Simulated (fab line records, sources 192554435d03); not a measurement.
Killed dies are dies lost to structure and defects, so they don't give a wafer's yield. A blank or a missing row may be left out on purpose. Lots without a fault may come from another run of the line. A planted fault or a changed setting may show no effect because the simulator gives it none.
Chamber matching | flow n5_finfet | N5_HKMG_FIN_ETCH_55 on rie_diel-06: 4 sister chambers
The step etches SOC in N2/H2, target depth 240 nm, time 300 s. 4 wafers are shown with their chamber, then 7 later ones without.

WAFERS WITH THEIR CHAMBER
wafer  | chamber | showerhead_plenum_p_Torr (Torr)
L081.2 | 3       | 2.68
L081.4 | 0       | 2.72
L086.3 | 1       | 2.45
L086.4 | 2       | 2.50

WAFERS WITHOUT THEIR CHAMBER
wafer  | showerhead_plenum_p_Torr (Torr)
L086.6 | 2.51
L091.2 | 2.45
L091.4 | 2.50
L091.6 | 2.45
L092.4 | 2.67
L092.5 | 2.71
L092.6 | 2.45

WHICH CHAMBER EACH WENT THROUGH
wafer  | from the rows above | in truth
L086.6 | 2                   | 2
L091.2 | 1                   | 1
L091.4 | 2                   | 2
L091.6 | 1                   | 1
L092.4 | 3                   | 3
L092.5 | 0                   | 0
L092.6 | 1                   | 1
Placed correctly: 7 of 7. Can't be placed from these rows: 0. Placed wrongly: 0.
How it was worked out, from the rows above alone: a wafer's distance from a chamber is the root of the sum, over the readings, of the square of ((its reading less the chamber's mean) divided by the reading's scatter). The wafer belongs to the nearest chamber; if the next one is less than 2 further off, it can't be placed. A chamber's mean is the mean of its shown wafers. The scatter: with one shown wafer a chamber, the root of the mean of the squares of how far each hidden wafer lies from its nearest shown one.
